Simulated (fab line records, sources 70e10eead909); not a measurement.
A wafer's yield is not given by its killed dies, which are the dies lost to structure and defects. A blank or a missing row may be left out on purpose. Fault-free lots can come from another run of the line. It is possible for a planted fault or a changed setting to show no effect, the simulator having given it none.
Problem report, 8D (eight disciplines) form, completed by code	flow nandHarc	the parts of the form that need people (team, actions taken, sign-off) are left out

## 1. THE ISSUE
timeToEndpointS at NHARC_A_M0_CMP_23 reads a mean of 17.4 s on 3 wafers of 2 lots; wafers without a fault read 28.1 s with a standard deviation of 2.1. Measured from the usual mean, that is -5.1 standard deviations.
The step: polishes, t overpolish 20 s, target thk 113.75 nm.
Earliest sighting: wafer L390.4 on cmp-03 at day 27 10:06. At this step, 36 wafers from 12 lots have a number in the record. Rule for "out", or "out of limits": more than 4 standard deviations from the usual mean. The rest of the wafers with a number are treated as sound.

## 2. WHAT IT IS, AND WHAT IT ISN'T
question	is	is not
which readings at this step	timeToEndpointS	motorCurrentA, slurryFilterDpKPa
which lots	L390, L392	L380, L381, L382, L386, L398, L399, L400, L401, L402, L403
which wafers of those lots	L390.4, L392.1, L392.4	L390.1, L390.3, L392.5
read on which tools	cmp-03, cmp-04	cmp-01
when	from day 27 10:06	up to then (14 sound wafers); but 19 sound wafers of L392, L398, L399, L400, L401, L402, L403 came after

## 3. WHAT RULES OUT EACH SUSPECT
Counting: any tool at a process step up to the reading remains a suspect provided it ran every lot that is out. Sound lots after the first of them don't rule it out here, since some wafers of a struck lot are sound.
- pvdSputter-02 at NHARC_A_BLC_DEGAS_30 (time 60 s): kept. Ran every lot that is out, first one L390 (day 27 05:46); last sound lot up to then L386 (day 24 22:42).
- rieDiel-08 at NHARC_A_M0_ETCH_15 (etches the open film in C4F8/Ar, target depth 150 nm, overetch 15 nm, time 82.5 s): kept. Ran every lot that is out, first one L390 (day 27 08:24); last sound lot up to then L386 (day 25 01:20). NHARC_A_M0_ETCH_15: start missing for some lots; hours and lot order therefore follow NHARC_A_M0_CD_MEAS_16.
- ecdCu-01 at NHARC_A_M0_ECD_22 (material Cu, target thk 400 nm): kept. Ran every lot that is out, first one L390 (day 27 09:26); last sound lot up to then L381 (day 23 12:45).
After the count, these remain: pvdSputter-02 at NHARC_A_BLC_DEGAS_30, rieDiel-08 at NHARC_A_M0_ETCH_15 and ecdCu-01 at NHARC_A_M0_ECD_22.

## 4. THE CAUSE (what the simulator had put in)
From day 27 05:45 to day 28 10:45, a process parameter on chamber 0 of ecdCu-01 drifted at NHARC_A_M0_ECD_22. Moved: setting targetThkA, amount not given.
3 suspects survive the count, and this tool is in that group.

## 5. THE EFFECT CHAIN, in route order
Each row: a reading whose mean over the struck wafers that have a number lies more than 3 standard deviations from the usual. Scope: only readings with a usual standard deviation given in the record; hours: median across lots of the time from each lot's start at the first step in this table that gives one to its start at this step; sigmas: change in usual standard deviations.
hours	step	reading	usual	on struck wafers	change	sigmas
0	NHARC_A_M0_CMP_23	timeToEndpointS	28.1 s	17.4	-10.7	-5.1
It contains these process steps:
- NHARC_A_M0_CMP_23: polishes, t overpolish 20 s, target thk 113.75 nm.

## 6. WHAT WOULD HAVE CAUGHT IT SOONER
The fault began at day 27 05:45; the first out-of-limits reading in this record came at day 27 10:06, 4 hours later.
Lots out: 2; of these, L392 started NHARC_A_M0_ECD_22 on ecdCu-01 after day 27 10:06. Holding the tool at that time would have saved it.
